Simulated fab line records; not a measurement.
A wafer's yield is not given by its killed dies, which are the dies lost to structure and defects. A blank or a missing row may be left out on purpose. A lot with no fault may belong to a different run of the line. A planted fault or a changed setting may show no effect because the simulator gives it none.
Lot-split experiment | flow n5_finfet | on a route of 1938 steps: 7 lots, 39 wafers read

## THE SPLIT ITSELF
At N5_BEOL_M3_ETCH_70 (etches SOC in N2/H2, target depth 80 nm, overetch 16 nm, time 120 s), the setting time_s was moved away from the recipe's 120 s on 15 of the 39 wafers read, by -50.6% to +35.2%. The other wafers ran this setting at the recipe's value.

The reading is taken at the split's own step.

## THE READING
SiARC_of_BEOL_M3_COAT_68.thk_nm (the simulator's own value, which no gauge read), in nm, at N5_BEOL_M3_ETCH_70 (etches SOC in N2/H2, target depth 80 nm, overetch 16 nm, time 120 s). No usual value for it is given in the file. Across the 24 wafers here that went through the recipe, the average is 6.5 nm and the standard deviation 0.19 nm.

wafer  | tool, chamber at the split | time_s as run, s | against the recipe | SiARC_of_BEOL_M3_COAT_68.thk_nm, nm | against lot-mates on the recipe
L076.1 | rie_diel-02, 1,2           | 162.3            | +35.2%             | 4.8                                 | -1.5
L076.3 | rie_diel-02, 1,2           | 162.3            | +35.2%             | 4.8                                 | -1.5
L076.2 | rie_diel-02, 0             | 120              | recipe             | 6.2                                 | -
L076.6 | rie_diel-02, 0             | 120              | recipe             | 6.2                                 | -
L076.4 | rie_diel-02, 3             | 120              | recipe             | 6.6                                 | -
L076.5 | rie_diel-02, 1             | 162.3            | +35.2%             | 4.6                                 | -1.7
L082.1 | rie_diel-04, 2             | 86.26            | -28.1%             | 8                                   | +1.3
L082.5 | rie_diel-04, 2             | 86.26            | -28.1%             | 8                                   | +1.3
L082.2 | rie_diel-04, 1             | 120              | recipe             | 6.6                                 | -
L082.4 | rie_diel-04, 1             | 120              | recipe             | 6.6                                 | -
L082.3 | rie_diel-04, 3             | 120              | recipe             | 6.8                                 | -
L082.6 | rie_diel-04, 3             | 86.26            | -28.1%             | 8.2                                 | +1.5
L081.1 | rie_diel-05, 0             | 87.27            | -27.3%             | 7.8                                 | +1.4
L081.2 | rie_diel-05, 1,3,0         | 120              | recipe             | 6.4                                 | -
L081.3 | rie_diel-05, 1,3,0         | 120              | recipe             | 6.4                                 | -
L081.5 | rie_diel-05, 1,3,0         | 120              | recipe             | 6.4                                 | -
L081.4 | rie_diel-05, 2,1           | 87.27            | -27.3%             | 8                                   | +1.6
L081.6 | rie_diel-05, 2,1           | 87.27            | -27.3%             | 8                                   | +1.6
L085.1 | rie_diel-02, 3,2,1,3       | 120              | recipe             | 6.6                                 | -
L085.2 | rie_diel-02, 3,2,1,3       | 120              | recipe             | 6.6                                 | -
L085.3 | rie_diel-02, 3,2,1,3       | 120              | recipe             | 6.6                                 | -
L085.6 | rie_diel-02, 3,2,1,3       | 120              | recipe             | 6.6                                 | -
L085.4 | rie_diel-02, 0             | 120              | recipe             | 6                                   | -
L085.5 | rie_diel-02, 2             | 120              | recipe             | 6.8                                 | -
L091.3 | rie_diel-04, 0,0,1         | 120              | recipe             | 6.4                                 | -
L091.5 | rie_diel-04, 0,0,1         | 120              | recipe             | 6.4                                 | -
L091.6 | rie_diel-04, 0,0,1         | 120              | recipe             | 6.4                                 | -
L095.1 | rie_diel-02, 2             | 146.3            | +21.9%             | 5.6                                 | -0.9
L095.5 | rie_diel-02, 2             | 146.3            | +21.9%             | 5.6                                 | -0.9
L095.2 | rie_diel-02, 3             | 146.3            | +21.9%             | 5.4                                 | -1.1
L095.3 | rie_diel-02, 1,3           | 120              | recipe             | 6.6                                 | -
L095.6 | rie_diel-02, 1,3           | 120              | recipe             | 6.6                                 | -
L095.4 | rie_diel-02, 0             | 120              | recipe             | 6.2                                 | -
L094.1 | rie_diel-04, 3             | 59.28            | -50.6%             | 9.4                                 | +3.0
L094.5 | rie_diel-04, 3             | 59.28            | -50.6%             | 9.4                                 | +3.0
L094.2 | rie_diel-04, 0,1,1         | 120              | recipe             | 6.4                                 | -
L094.3 | rie_diel-04, 0,1,1         | 120              | recipe             | 6.4                                 | -
L094.4 | rie_diel-04, 0,1,1         | 120              | recipe             | 6.4                                 | -
L094.6 | rie_diel-04, 0             | 59.28            | -50.6%             | 9.2                                 | +2.8
If several chambers appear in one row, that row covers several wafers at once and the file leaves open which wafer was in which chamber.

FIT RESULTS
A straight line over all 39 wafers: SiARC_of_BEOL_M3_COAT_68.thk_nm changes by -0.0531 nm for each +1% of time_s; r = -0.99; the points scatter about the line by 0.18 nm.
The same after taking each lot's own level away (the mean of its wafers on the recipe; 39 wafers): -0.0522 nm for each +1%; r = -0.99; scatter 0.18 nm.
That fit puts the effect of the largest move of time_s on the reading at 2.6 nm.
From 6.33 to 6.67 nm: that is the span of the lots' own levels, equal to 1.8 times the standard deviation above.
Consequently the slope shifts little with the lot-to-lot level, the two slopes agreeing.
Check: for one of the wafers moved furthest among these (-50.6%), held out of the fit, the line's prediction against its lot-mates is +2.65 nm. It came out at +3 nm against them.

## THE OTHER SPLITS THESE WAFERS WENT THROUGH
Note: prior to the reading, these wafers also went through further splits. Each is held against what the fit with the lots' levels taken away leaves over:
other split on the same wafers               | wafers away from the commonest value | r with SiARC_of_BEOL_M3_COAT_68.thk_nm (lot level and that fit taken away)
N5_STI_FIN_REVEAL_ETCHBACK_08 target_depth_a | 15                                   | -0.12
N5_SD_EPI_N_DESCUM_14 time_s                 | 18                                   | -0.09
N5_MOL_CONTACT_COAG_ALD_27 ald_cycles        | 9                                    | +0.26
N5_BEOL_M2_ILD_DEP_00 target_thk_a           | 9                                    | -0.14

## FILE'S OWN FIT
SiARC_of_BEOL_M3_COAT_68.thk_nm changes by -0.0527 nm for each +1% of time_s, r = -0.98.
